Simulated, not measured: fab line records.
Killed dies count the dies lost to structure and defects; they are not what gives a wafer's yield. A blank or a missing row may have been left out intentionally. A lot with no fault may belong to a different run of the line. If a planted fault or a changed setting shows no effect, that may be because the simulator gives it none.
Chamber matching :: flow n5 finfet :: N5_BEOL_M5_ETCH_75 on rie diel-03 has 4 sister chambers
The step etches underlayer in N2/H2, target depth 6.5 nm, time 5.2 s. 16 wafers are shown with their chamber, then 8 later ones without.

== EACH WAFER AND ITS CHAMBER ==
wafer: L074.1
chamber: 2
showerhead plenum p Torr (Torr): 2.66
throttle valve pct (%): 17.73
oes product au (a.u.): 0.64

wafer: L074.2
chamber: 3
showerhead plenum p Torr (Torr): 2.67
throttle valve pct (%): 17.92
oes product au (a.u.): 0.66

wafer: L074.4
chamber: 0
showerhead plenum p Torr (Torr): 2.52
throttle valve pct (%): 18.01
oes product au (a.u.): 0.63

wafer: L076.2
chamber: 3
showerhead plenum p Torr (Torr): 2.67
throttle valve pct (%): 17.93
oes product au (a.u.): 0.66

wafer: L076.3
chamber: 0
showerhead plenum p Torr (Torr): 2.52
throttle valve pct (%): 18.02
oes product au (a.u.): 0.64

wafer: L076.5
chamber: 0
showerhead plenum p Torr (Torr): 2.52
throttle valve pct (%): 18.03
oes product au (a.u.): 0.63

wafer: L081.1
chamber: 0
showerhead plenum p Torr (Torr): 2.52
throttle valve pct (%): 18.02
oes product au (a.u.): 0.62

wafer: L081.5
chamber: 0
showerhead plenum p Torr (Torr): 2.52
throttle valve pct (%): 18.04
oes product au (a.u.): 0.62

wafer: L081.6
chamber: 1
showerhead plenum p Torr (Torr): 2.53
throttle valve pct (%): 18.14
oes product au (a.u.): 0.62

wafer: L079.1
chamber: 1
showerhead plenum p Torr (Torr): 2.53
throttle valve pct (%): 18.14
oes product au (a.u.): 0.62

wafer: L079.3
chamber: 0
showerhead plenum p Torr (Torr): 2.52
throttle valve pct (%): 18.06
oes product au (a.u.): 0.62

wafer: L079.4
chamber: 2
showerhead plenum p Torr (Torr): 2.65
throttle valve pct (%): 17.75
oes product au (a.u.): 0.64

wafer: L078.1
chamber: 1
showerhead plenum p Torr (Torr): 2.53
throttle valve pct (%): 18.12
oes product au (a.u.): 0.61

wafer: L078.5
chamber: 1
showerhead plenum p Torr (Torr): 2.53
throttle valve pct (%): 18.13
oes product au (a.u.): 0.62

wafer: L078.6
chamber: 2
showerhead plenum p Torr (Torr): 2.65
throttle valve pct (%): 17.77
oes product au (a.u.): 0.64

wafer: L085.2
chamber: 0
showerhead plenum p Torr (Torr): 2.51
throttle valve pct (%): 18.10
oes product au (a.u.): 0.62

SIGNATURES, as means of the wafers listed above
reading: showerhead plenum p Torr
chamber 0: 2.5186
chamber 1: 2.5300
chamber 2: 2.6533
chamber 3: 2.6700
scatter within a chamber: 0.00356

reading: throttle valve pct
chamber 0: 18.0400
chamber 1: 18.1325
chamber 2: 17.7500
chamber 3: 17.9250
scatter within a chamber: 0.024

reading: oes product au
chamber 0: 0.6257
chamber 1: 0.6175
chamber 2: 0.6400
chamber 3: 0.6600
scatter within a chamber: 0.0061
Rule: a wafer lies at a distance from a chamber equal to the root of the sum of squares, over the readings, of (its reading less the chamber's mean, divided by the reading's scatter). The wafer belongs to the nearest chamber; if the next one is less than 2 further off, it can't be placed. The scatter is the square root of a quotient: the sum, over the shown wafers, of each reading's squared deviation from its chamber's mean, divided by wafers minus chambers.

== WAFERS WITH NO CHAMBER GIVEN ==
wafer: L085.3
showerhead plenum p Torr (Torr): 2.66
throttle valve pct (%): 17.97
oes product au (a.u.): 0.64

wafer: L085.4
showerhead plenum p Torr (Torr): 2.52
throttle valve pct (%): 18.15
oes product au (a.u.): 0.61

wafer: L088.3
showerhead plenum p Torr (Torr): 2.65
throttle valve pct (%): 17.81
oes product au (a.u.): 0.62

wafer: L088.5
showerhead plenum p Torr (Torr): 2.64
throttle valve pct (%): 17.80
oes product au (a.u.): 0.62

wafer: L088.6
showerhead plenum p Torr (Torr): 2.66
throttle valve pct (%): 17.98
oes product au (a.u.): 0.63

wafer: L095.1
showerhead plenum p Torr (Torr): 2.50
throttle valve pct (%): 18.07
oes product au (a.u.): 0.60

wafer: L095.3
showerhead plenum p Torr (Torr): 2.66
throttle valve pct (%): 18.01
oes product au (a.u.): 0.62

wafer: L095.4
showerhead plenum p Torr (Torr): 2.52
throttle valve pct (%): 18.17
oes product au (a.u.): 0.59

== WHICH CHAMBER EACH WENT THROUGH ==
wafer: L085.3
from the rows above: 3
in truth: 3

wafer: L085.4
from the rows above: 1
in truth: 1

wafer: L088.3
from the rows above: 2
in truth: 2

wafer: L088.5
from the rows above: 2
in truth: 2

wafer: L088.6
from the rows above: 3
in truth: 3

wafer: L095.1
from the rows above: 0
in truth: 0

wafer: L095.3
from the rows above: 3
in truth: 3

wafer: L095.4
from the rows above: 1
in truth: 1
8 of 8 placed correctly. Not placeable from these rows: 0. 0 placed wrongly.
